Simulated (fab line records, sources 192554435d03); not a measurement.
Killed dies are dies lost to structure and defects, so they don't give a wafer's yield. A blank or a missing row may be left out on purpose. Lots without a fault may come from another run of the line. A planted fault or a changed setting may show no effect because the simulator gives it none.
A struck lot beside a sound one | flow n5_finfet | 38 steps out of a route of 1938
Sound: wafers L957.1, L957.4, L957.5. Struck: wafer L968.1. (L968.2 of the same lot was not struck and is left out.) The cause comes at the end.
At each step with rows: each side's tool, then ch and its chambers, then its first start. Under that, the readings that differ: sound wafers | struck wafers | difference of the means | sigmas: that difference in standard deviations of wafers without a fault.
alike: readings whose means differ by less than 2 such deviations, and words and numbers that are the same on both sides. not compared: withheld readings, readings that some wafer has no value for, bounds like >300 that may hide the same value, and numbers for which the record gives no deviation and whose values overlap.
The two part at a step that has a row with sigmas, a row that says differs or no value, or rows on one side only. Numbers that don't overlap but have no deviation are shown without sigmas and don't part them. A reading that every wafer of one side lacks parts them only if that side has two wafers or more.

first, 9 steps without rows for these wafers: N5_BEOL_M4_ANNEAL_95 (time 240 s); N5_BEOL_M4_SPUTTER_96 (material Cu, target thk 4.5 nm, time 8.29 s); N5_BEOL_M4_ECD_50 (material Cu, target thk 300 nm); N5_BEOL_M4_ANNEAL_51 (time 90 s); N5_BEOL_M4_CMP_52 (polishes, stops on SiOC, t overpolish 6.8 s, target thk 40 nm); N5_BEOL_M4_PRE_CLEAN_60 (time 15 s); N5_BEOL_M4_CO_CAP_55 (material Co, precursor CCTBA/H2, target thk 2 nm, time 102.1 s); N5_BEOL_M4_PRE_CLEAN_56 (time 15 s); N5_BEOL_M4_DEP_57 (deposits SiCN from 3MS/NH3, target thk 8 nm, time 14 s).
N5_BEOL_M4_RC_MEAS_101:
  sound on prober-02 ch 0, day 7 22:27; struck on prober-02 ch 0, day 10 16:24
  reading        | sound             | struck | difference | sigmas
  DIBL_N (mV/V)  | 36.9 34.8 35.9    | 39.6   | +3.7       | +3
  DIBL_P (mV/V)  | 38.1 35.0 36.5    | 39.9   | +3.4       | +2
  IOFF_N (nA/um) | 0.169 0.131 0.152 | 0.216  | +0.065     | +3
  IOFF_P (nA/um) | 0.21 0.17 0.19    | 0.30   | +0.11      | +4
  alike: ION_N, ION_P, SS_N, SS_P, VT_N, VT_P
then, 24 steps without rows for these wafers: N5_BEOL_M5_ILD_DEP_00 (deposits SiCOH lowk from DEMS/porogen, target thk 140.64 nm, time 25.9 s); N5_BEOL_M5_CURE_79 (cures SiCOH lowk, time 240 s); N5_BEOL_M5_PECVD_70 (deposits SiO2 from TEOS/O2, target thk 16 nm, time 18 s); N5_BEOL_M5_HM_DEP_02 (deposits TiN, target thk 20 nm); N5_BEOL_M5_COAT_59 (time 60 s, resist thk 60 nm); N5_BEOL_M5_COAT_60 (time 60 s, resist thk 12 nm); N5_BEOL_M5_COAT_71 (time 60 s, resist thk 5 nm); N5_BEOL_M5_COAT_05 (resist thk 30 nm); N5_BEOL_M5_EBR_07; N5_BEOL_M5_SOFTBAKE_06 (time 60 s); N5_BEOL_M5_EXPOSE_08 (exposes mask M5, target cd 28 nm); N5_BEOL_M5_PEB_09 (peb time 60 s); N5_BEOL_M5_DEVELOP_10 (develop time 30 s); N5_BEOL_M5_DESCUM_16 (chemistry O2, time 7 s); N5_BEOL_M5_ETCH_72 (etches underlayer in N2/H2, target depth 6.5 nm, time 5.2 s); N5_BEOL_M5_ETCH_61 (etches SiARC in CF4, target depth 15.6 nm, time 26 s); N5_BEOL_M5_ETCH_62 (etches SOC in N2/H2, target depth 75 nm, overetch 15 nm, time 112.5 s); N5_BEOL_M5_STRIP_63 (strips in N2/H2); N5_BEOL_M5_STRIP_73 (strips in N2/H2); N5_BEOL_M5_STRIP_64 (strips in CF4); N5_BEOL_M5_HM_OPEN_17 (chemistry Cl2/BCl3, target TiN, target depth 20 nm, overetch 6 nm); N5_BEOL_M5_STRIP_19 (strips in O2); N5_BEOL_M5_COAT_65 (time 60 s, resist thk 60 nm); N5_BEOL_M5_COAT_66 (time 60 s, resist thk 12 nm).
-- the record jumps here: 2 days lie between the struck wafers' starts before and after (it left off in module BEOL_M5 and takes up again in module BEOL_M11, whose first step shown is number 1596 of the route) --
N5_BEOL_M11_CMP_52: polishes, stops on SiCOH lowk, t overpolish 7 s, target thk 140 nm.
  sound on cmp-02 ch 0,1, day 10 09:53; struck on cmp-02 ch 2, day 13 04:08
  reading                      | sound             | struck | difference | sigmas
  barrier_field_endpoint_s (s) | 27.4 27.8 27.4    | 46.8   | +19.3      | +27
  overpolish_run_s (s)         | 6.999 6.991 7.002 | 0.040  | -6.957     | -99 or more
  retaining_ring_pressure_frac | 1.012 1.004 1.010 | 0.992  | -0.017     | -4
  time_to_endpoint_s (s)       | 59.8 60.8 59.1    | 85.9   | +26.0      | +10
  alike: motor_current_A
N5_BEOL_M11_THK_MEAS_53: measures by xrf.
  sound on film_metro-01, day 10 10:11; struck on film_metro-02, day 13 04:26
  reading      | sound             | struck | difference | sigmas
  M11_THK (nm) | 134.9 134.5 136.7 | 251.1  | +115.7     | +45
N5_BEOL_M11_INSPECT_58: inspects for defects (darkfield).
  sound on defect_inspect-01, day 10 10:22; struck on defect_inspect-02, day 13 04:35
  reading          | sound    | struck | difference | sigmas
  raw_defect_count | 51 63 87 | 1092   | +1025      | +54
N5_PASSIVATION_PROBE_49:
  sound on prober-02, day 12 00:19; struck on prober-01, day 14 19:12
  reading                  | sound          | struck | difference | sigmas
  defect_limited_yield (%) | 93.7 91.0 93.4 | 0      | -93        | -62
  killed_at_M4_up          | 9 9 4          | 1072   | +1065      | +99 or more
  killed_at_other          | 1 0 1          | 7      | +6         | +2
  killed_dies              | 74 106 78      | 1180   | +1094      | +61
  killed_on_rim            | 13 16 8        | 152    | +140       | +35
  sort_n_pass              | 1106 1074 1102 | 0      | -1094      | -61
  sort_yield_pct (%)       | 93.7 91.0 93.4 | 0      | -93        | -62
  alike: killed_at_M0_to_M3, killed_at_contacts, killed_at_front_end, killed_open, killed_short, sort_bin_5_function, sort_bin_6_memory

WHERE THEY PART
First at N5_BEOL_M4_RC_MEAS_101; last, within this record, at N5_PASSIVATION_PROBE_49.

WHY: what the simulator had put in
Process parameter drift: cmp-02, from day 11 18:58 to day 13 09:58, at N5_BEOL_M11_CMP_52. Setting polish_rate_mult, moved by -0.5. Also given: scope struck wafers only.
